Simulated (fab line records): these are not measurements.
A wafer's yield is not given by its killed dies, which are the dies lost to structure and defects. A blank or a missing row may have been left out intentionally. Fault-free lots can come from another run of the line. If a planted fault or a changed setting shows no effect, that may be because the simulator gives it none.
Which of the tools did it?	flow n5Finfet	9 lots with 27 wafers sampled at 3 steps, on a route of 1938 steps

## WHAT THE GAUGES READ, wafer by wafer
N5_DUMMY_REMOVAL_INSPECT_06: inspects for defects (brightfield).
lot	measured	on	rawDefectCount
L431	day 6 04:01	defectInspect-02	9 9 10
L433	day 6 08:32	defectInspect-02	20 6 18
L436	day 7 06:28	defectInspect-02	11 12 9
L437	day 7 11:42	defectInspect-01	21 18 15
L439	day 7 20:40	defectInspect-01	127 141 141
L440	day 8 00:50	defectInspect-02	146 132 149
L441	day 8 04:13	defectInspect-01	124 163 121
L444	day 9 02:35	defectInspect-01	15 4 20
L447	day 9 19:33	defectInspect-02	5 9 23

## WHICH TOOL RAN EACH LOT (tool, then ch and the chambers of the sampled wafers, then the start)
lot	N5_SDB_HM_OPEN_20	N5_DUMMY_REMOVAL_STRIP_10
L431	rieDiel-03 ch 0,1,3, day 5 23:52	rieDiel-06 ch 0,3, day 6 03:52
L433	rieDiel-05 ch 1,2, day 6 04:41	rieDiel-02 ch 1,2,3, day 6 08:23
L436	rieDiel-03 ch 1,3, day 7 02:30	rieDiel-04 ch 1,2, day 7 06:18
L437	rieDiel-01 ch 0,1,3, day 7 06:59	rieDiel-06 ch 0,2, day 7 11:32
L439	rieDiel-03 ch 0,1, day 7 15:54	rieDiel-06 ch 0,1, day 7 20:30
L440	rieDiel-03 ch 0,3, day 7 20:32	rieDiel-02 ch 0,1,2, day 8 00:41
L441	rieDiel-01 ch 1,2, day 8 00:11	rieDiel-02 ch 0,3, day 8 04:03
L444	rieDiel-01 ch 0,1,3, day 8 21:35	rieDiel-02 ch 0,1,2, day 9 02:27
L447	rieDiel-03 ch 0,3, day 9 15:37	rieDiel-04 ch 0,1,3, day 9 19:23
- N5_SDB_HM_OPEN_20: chemistry CH3F/O2, target SiNx, stops on poly-Si, target depth 24 nm.
- N5_DUMMY_REMOVAL_STRIP_10: strips in N2/H2, time 40 s.

## THE ANSWER, worked out from the rows above alone
Rule: usual is defined by the lots themselves. Put in order of their means at a reading, lots are off if they are a third of the lots or fewer, leave a main group of 4 or more, and stand apart from it by a gap of 3 or more times the standard deviation of the main group's means; of several such gaps the widest counts. The tables above print the reading to a certain number of digits; a main group whose means all agree to those digits is not used. A lot without any number at a reading at which 4 lots or more have one is off too. Where the step has rows for the other lots, those lots are counted as sound.
Off, at N5_DUMMY_REMOVAL_INSPECT_06 on rawDefectCount: L439, L440, L441. The main group: mean 13, standard deviation 2.8.
If a tool, at a process step before that reading, ran all the lots that are off and no sound lot after the first of them, it fits. Gauges at N5_DUMMY_REMOVAL_INSPECT_06: tried the same way as those tools. Of those tried, none fits.

## WHAT HAD BEEN PUT IN BY THE SIMULATOR
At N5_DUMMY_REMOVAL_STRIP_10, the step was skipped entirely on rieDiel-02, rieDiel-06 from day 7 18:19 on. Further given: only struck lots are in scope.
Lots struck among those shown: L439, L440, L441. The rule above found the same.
